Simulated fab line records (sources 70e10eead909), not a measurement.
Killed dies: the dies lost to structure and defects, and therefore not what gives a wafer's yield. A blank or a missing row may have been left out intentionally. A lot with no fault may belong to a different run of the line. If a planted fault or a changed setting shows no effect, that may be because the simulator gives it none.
Check for tools in common :: flow nandHarc :: Lots sampled 14, wafers sampled 42

## WHAT PROMPTED THE OPENING
Flagged at NHARC_A_ONON_D1_THK_MEAS_30: reading thkNm, on 2 of 14 lots. Fault-free wafers read 997 nm, with a standard deviation of 11.
Rule: a lot is flagged in two cases, either no wafer of it has a number, or all its wafers with numbers fall more than 4 standard deviations from that mean. As for the other lots, they are considered sound.

lot: L852
measured: day 8 08:15
on: filmMetro-02
thkNm (nm), wafer by wafer: 977 978 978
flag: 

lot: L853
measured: day 8 08:35
on: filmMetro-01
thkNm (nm), wafer by wafer: 985 983 985
flag: 

lot: L855
measured: day 8 22:38
on: filmMetro-02
thkNm (nm), wafer by wafer: 1005 1006 1009
flag: 

lot: L856
measured: day 9 06:21
on: filmMetro-02
thkNm (nm), wafer by wafer: 986 986 986
flag: 

lot: L858
measured: day 9 18:40
on: filmMetro-02
thkNm (nm), wafer by wafer: 999 1000 1000
flag: 

lot: L859
measured: day 9 18:49
on: filmMetro-01
thkNm (nm), wafer by wafer: 983 983 983
flag: 

lot: L860
measured: day 10 01:08
on: filmMetro-01
thkNm (nm), wafer by wafer: 1119 1119 1121
flag: FLAGGED

lot: L857
measured: day 10 01:16
on: filmMetro-01
thkNm (nm), wafer by wafer: 997 996 996
flag: 

lot: L861
measured: day 10 01:29
on: filmMetro-01
thkNm (nm), wafer by wafer: 1092 1091 1090
flag: FLAGGED

lot: L864
measured: day 11 01:13
on: filmMetro-02
thkNm (nm), wafer by wafer: 999 998 999
flag: 

lot: L871
measured: day 12 13:44
on: filmMetro-02
thkNm (nm), wafer by wafer: 994 996 996
flag: 

lot: L872
measured: day 12 23:56
on: filmMetro-02
thkNm (nm), wafer by wafer: 976 975 976
flag: 

lot: L873
measured: day 12 23:59
on: filmMetro-01
thkNm (nm), wafer by wafer: 1016 1017 1016
flag: 

lot: L875
measured: day 13 20:31
on: filmMetro-02
thkNm (nm), wafer by wafer: 1011 1011 1013
flag: 
The mean of the flagged lots' numbers is 1105 nm, +108 nm from the usual (+10 standard deviations).

## WHICH TOOL EACH LOT WENT THROUGH
The record keeps 1 process step preceding the reading, out of 1159 steps on the route. Every cell lists first the tool, next ch and the chambers used by the sampled wafers, and last the start.
lot: L852
flag: 
NHARC_A_ONON_D1_DEP_28: pecvdOnon-03 ch 0, day 8 07:44

lot: L853
flag: 
NHARC_A_ONON_D1_DEP_28: pecvdOnon-03 ch 0, day 8 08:05

lot: L855
flag: 
NHARC_A_ONON_D1_DEP_28: pecvdOnon-04 ch 0, day 8 22:10

lot: L856
flag: 
NHARC_A_ONON_D1_DEP_28: pecvdOnon-02 ch 0, day 9 05:53

lot: L858
flag: 
NHARC_A_ONON_D1_DEP_28: pecvdOnon-02 ch 0, day 9 18:10

lot: L859
flag: 
NHARC_A_ONON_D1_DEP_28: pecvdOnon-04 ch 0, day 9 18:18

lot: L860
flag: FLAGGED
NHARC_A_ONON_D1_DEP_28: pecvdOnon-02 ch 0, day 10 00:41

lot: L857
flag: 
NHARC_A_ONON_D1_DEP_28: pecvdOnon-03 ch 0, day 10 00:46

lot: L861
flag: FLAGGED
NHARC_A_ONON_D1_DEP_28: pecvdOnon-02 ch 0, day 10 00:59

lot: L864
flag: 
NHARC_A_ONON_D1_DEP_28: pecvdOnon-03 ch 0, day 11 00:42

lot: L871
flag: 
NHARC_A_ONON_D1_DEP_28: pecvdOnon-03 ch 0, day 12 13:13

lot: L872
flag: 
NHARC_A_ONON_D1_DEP_28: pecvdOnon-02 ch 0, day 12 23:26

lot: L873
flag: 
NHARC_A_ONON_D1_DEP_28: pecvdOnon-04 ch 0, day 12 23:32

lot: L875
flag: 
NHARC_A_ONON_D1_DEP_28: pecvdOnon-04 ch 0, day 13 20:04
These steps, and what they do:
- NHARC_A_ONON_D1_DEP_28: target thk 1000 nm.
- NHARC_A_ONON_D1_THK_MEAS_30: measures by ellipsometry.

## FLAGGED AGAINST TOTAL, ONE TOOL AT A TIME (gauges that did the reading follow at the end)
step: NHARC_A_ONON_D1_DEP_28
tool: pecvdOnon-02
lots run: 5
flagged: 2
share of the flagged lots: all
sound lots run after its first flagged lot: 1 (L872)

step: NHARC_A_ONON_D1_DEP_28
tool: pecvdOnon-03
lots run: 5
flagged: 0
share of the flagged lots: none
sound lots run after its first flagged lot: -

step: NHARC_A_ONON_D1_DEP_28
tool: pecvdOnon-04
lots run: 4
flagged: 0
share of the flagged lots: none
sound lots run after its first flagged lot: -

step: NHARC_A_ONON_D1_THK_MEAS_30
tool: filmMetro-01
lots run: 6
flagged: 2
share of the flagged lots: all
sound lots run after its first flagged lot: 2 (L857,L873)

step: NHARC_A_ONON_D1_THK_MEAS_30
tool: filmMetro-02
lots run: 8
flagged: 0
share of the flagged lots: none
sound lots run after its first flagged lot: -

## WHAT IS ALLOWED BY THE TABLE
2 rows of the table ran every flagged lot: pecvdOnon-02 at NHARC_A_ONON_D1_DEP_28, filmMetro-01 at NHARC_A_ONON_D1_THK_MEAS_30.
- pecvdOnon-02 at NHARC_A_ONON_D1_DEP_28: 2 of its 5 lots flagged. Lots that were sound ran on it after the first flagged one (L872); a persistent fault on the entire tool would not allow that.
- filmMetro-01 at NHARC_A_ONON_D1_THK_MEAS_30: 2 of its 6 lots flagged. Lots that were sound ran on it after the first flagged one (L857, L873); a persistent fault on the entire tool would not allow that.
Not one row of the table ran every flagged lot while running no sound lot after the first.

## WHAT HAD BEEN PUT IN BY THE SIMULATOR
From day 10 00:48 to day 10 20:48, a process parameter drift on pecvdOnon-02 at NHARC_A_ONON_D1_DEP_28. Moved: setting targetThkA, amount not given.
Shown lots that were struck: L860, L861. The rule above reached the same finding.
